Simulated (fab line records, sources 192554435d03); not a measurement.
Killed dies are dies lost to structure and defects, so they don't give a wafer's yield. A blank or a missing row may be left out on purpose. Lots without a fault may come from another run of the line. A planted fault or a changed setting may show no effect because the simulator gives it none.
One fault seen from 2 desks | flow n5_finfet | each desk has only its own numbers; what lay behind them comes last

THE TOOL OWNER'S DESK: ald_metal-02
The tool's own readings at N5_BEOL_M3_ALD_84 (deposits TaN, pulse time 2 s, purge time 3 s, co reactant purge time 2 s): means of the sampled wafers that have a number, for each lot that ran on this tool. A lot is out of limits, marked OUT, if its mean lies more than 4 standard deviations from the usual mean; the brackets give that distance.
Columns: A = heater_power_w at N5_BEOL_M3_ALD_84, usual 414 W
lot  | first seen here | A
L823 | day 7 19:10     | 377
L822 | day 8 00:43     | 353
L830 | day 10 05:08    | 346
L832 | day 10 08:01    | 380
L842 | day 13 09:41    | 396
This desk's finding: nothing out of limits on any of the 5 lots.

THE METROLOGY DESK
What the gauges read, lot by lot, whatever tool the lot ran on: means of the sampled wafers that have a number. A lot is out of limits, marked OUT, if its mean lies more than 4 standard deviations from the usual mean; the brackets give that distance. Of its 12 readings 7 are shown: those that lie furthest out on some lot.
Columns: A = CHAIN_V2 at N5_BEOL_M4_RC_MEAS_101, usual 228 ohm/link; B = CHAIN_V2_max_site at N5_BEOL_M4_RC_MEAS_101, usual 236 ohm/link; C = DIBL_P at N5_BEOL_M4_RC_MEAS_101, usual 36 mV/V; D = IOFF_P at N5_BEOL_M4_RC_MEAS_101, usual 0.21 nA/um; E = ION_P at N5_BEOL_M4_RC_MEAS_101, usual 464 uA/um; F = SS_N at N5_BEOL_M4_RC_MEAS_101, usual 71.5 mV/dec; G = VT_P at N5_BEOL_M4_RC_MEAS_101, usual -251 mV
lot  | first seen here | A   | B   | C  | D    | E   | F    | G
L823 | day 8 21:05     | 228 | 239 | 38 | 0.30 | 482 | 72.4 | -241
L822 | day 9 09:14     | 230 | 242 | 37 | 0.22 | 471 | 71.4 | -249
L830 | day 10 22:13    | 252 | 260 | 36 | 0.21 | 462 | 71.2 | -250
L832 | day 11 09:50    | 231 | 240 | 34 | 0.18 | 466 | 70.4 | -250
L834 | day 11 17:33    | 230 | 238 | 36 | 0.21 | 452 | 72.0 | -253
L833 | day 11 23:30    | 226 | 236 | 40 | 0.25 | 465 | 72.4 | -250
L840 | day 13 10:51    | 236 | 246 | 33 | 0.17 | 459 | 70.8 | -254
L841 | day 14 04:37    | 217 | 225 | 38 | 0.23 | 469 | 71.3 | -251
L842 | day 14 07:22    | 216 | 223 | 37 | 0.21 | 457 | 72.0 | -254
This desk's finding: nothing out of limits on any of the 9 lots.

PUT TOGETHER
The tool owner's desk saw nothing out of limits.
The metrology desk saw nothing out of limits.

WHAT THE SIMULATOR HAD PUT IN
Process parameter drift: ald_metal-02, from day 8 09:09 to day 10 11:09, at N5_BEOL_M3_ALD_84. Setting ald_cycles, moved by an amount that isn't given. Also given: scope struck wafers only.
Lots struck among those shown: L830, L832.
